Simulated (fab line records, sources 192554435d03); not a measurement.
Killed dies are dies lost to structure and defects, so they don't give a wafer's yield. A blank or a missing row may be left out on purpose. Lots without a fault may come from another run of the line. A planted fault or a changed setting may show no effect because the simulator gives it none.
Which tool did it? | flow n5_finfet | 12 lots, 36 wafers sampled, at 1 step of a route of 1938

WHAT THE GAUGES READ, wafer by wafer
N5_BEOL_M0_SAQP_CD_MEAS_40: target cd 30 nm.
lot  | measured     | on        | cd_nm (nm)
L075 | day 6 00:43  | cd_sem-03 | 29.8 29.9 30.2
L077 | day 6 21:43  | cd_sem-03 | 29.4 29.5 29.9
L079 | day 6 22:54  | cd_sem-03 | 30.1 29.7 30.2
L081 | day 7 09:13  | cd_sem-03 | 30.4 30.5 30.5
L083 | day 7 23:01  | cd_sem-02 | 29.7 30.1 30.3
L086 | day 8 15:41  | cd_sem-01 | 29.9 30.0 29.8
L087 | day 9 01:23  | cd_sem-03 | 30.3 30.0 30.0
L089 | day 9 14:28  | cd_sem-01 | 30.1 29.9 30.5
L091 | day 9 22:36  | cd_sem-02 | 30.2 30.2 29.9
L093 | day 10 12:33 | cd_sem-01 | 29.9 30.1 30.0
L095 | day 10 21:39 | cd_sem-03 | 30.4 30.5 30.3
L097 | day 11 10:51 | cd_sem-03 | 29.6 29.6 30.1

WHICH TOOL RAN EACH LOT (tool, then ch and the chambers of the sampled wafers, then the start)
The record holds no process step before these readings.

THE ANSWER, worked out from the rows above alone
Rule: what is usual is taken from the lots themselves. Put in order of their means at a reading, lots are off if they are a third of the lots or fewer, leave a main group of 4 or more, and stand apart from it by a gap of 3 or more times the standard deviation of the main group's means; of several such gaps the widest counts. A main group whose means are all the same, to the digits that the tables above print for the reading, isn't used. A lot without any number at a reading at which 4 lots or more have one is off too. The other lots that the step has rows for count as sound.
No lot is off at any reading shown: from this, nothing can be told.

WHAT THE SIMULATOR HAD PUT IN
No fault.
